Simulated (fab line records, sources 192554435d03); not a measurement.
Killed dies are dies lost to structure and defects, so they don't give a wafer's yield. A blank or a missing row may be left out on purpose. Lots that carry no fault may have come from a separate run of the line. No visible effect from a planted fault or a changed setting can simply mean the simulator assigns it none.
Matching of chambers -- flow n5_finfet -- N5_BEOL_M0_SAQP_PECVD_97 on pecvd-04 has 3 sister chambers
The step deposits SiNx from SiH4/NH3/N2, target thk 23 nm, time 19.9 s. 24 wafers are shown with their chamber, then 12 later ones without.

== WAFERS WITH THEIR CHAMBER ==
wafer,chamber,throttle_valve_pct (%),showerhead_plenum_p_Torr (Torr),heater_power_w (W)
L078.2,1,40,5.13,453
L078.3,1,40,5.14,455
L078.6,0,39,5.12,520
L083.1,2,42,5.01,762
L083.4,2,42,5.04,739
L083.6,1,40,5.13,488
L086.2,2,42,5.03,717
L086.3,0,39,5.11,515
L086.4,1,40,5.14,445
L087.1,2,42,5.04,774
L087.3,2,42,5.02,739
L087.5,1,40,5.15,477
L088.1,0,40,5.10,546
L088.4,1,40,5.14,474
L088.5,0,39,5.11,532
L089.1,1,40,5.14,469
L089.5,2,42,5.03,646
L089.6,0,40,5.11,507
L091.1,0,39,5.12,509
L091.2,1,40,5.14,446
L091.4,1,40,5.14,436
L092.1,0,40,5.11,540
L092.2,1,40,5.14,489
L092.3,0,40,5.12,535

SIGNATURES (averages over the wafers above)
reading,chamber 0,chamber 1,chamber 2,scatter within a chamber
throttle_valve_pct,39.50,40.00,42.00,0.309
showerhead_plenum_p_Torr,5.1125,5.1390,5.0283,0.00794
heater_power_w,525.50,463.20,729.50,26.7
Rule: distance of a wafer from a chamber = root of the sum over the readings of ((wafer's reading minus chamber's mean) / reading's scatter) squared. The wafer belongs to the nearest chamber; if the next one is less than 2 further off, it can't be placed. The scatter: take each reading less its chamber's mean, square it, sum over the shown wafers, divide by the number of wafers less the number of chambers, and take the root.

== WAFERS WITH NO CHAMBER GIVEN ==
wafer,throttle_valve_pct (%),showerhead_plenum_p_Torr (Torr),heater_power_w (W)
L094.3,40,5.11,519
L094.4,40,5.13,495
L094.6,40,5.11,504
L095.2,40,5.14,429
L095.5,40,5.15,430
L095.6,40,5.12,517
L096.3,39,5.01,608
L096.5,39,5.11,565
L096.6,40,5.13,467
L097.2,40,5.15,478
L097.3,39,5.12,543
L097.5,40,5.11,540

== EACH ONE'S CHAMBER ==
wafer,from the rows above,in truth
L094.3,0,0
L094.4,can't be placed: 1 or 0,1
L094.6,0,0
L095.2,1,1
L095.5,1,1
L095.6,can't be placed: 0 or 1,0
L096.3,2,2
L096.5,0,0
L096.6,1,1
L097.2,1,1
L097.3,0,0
L097.5,0,0
10 of 12 placed correctly. Not placeable from these rows: 2 (in 2, the candidates include the true chamber). Wrongly placed: 0.
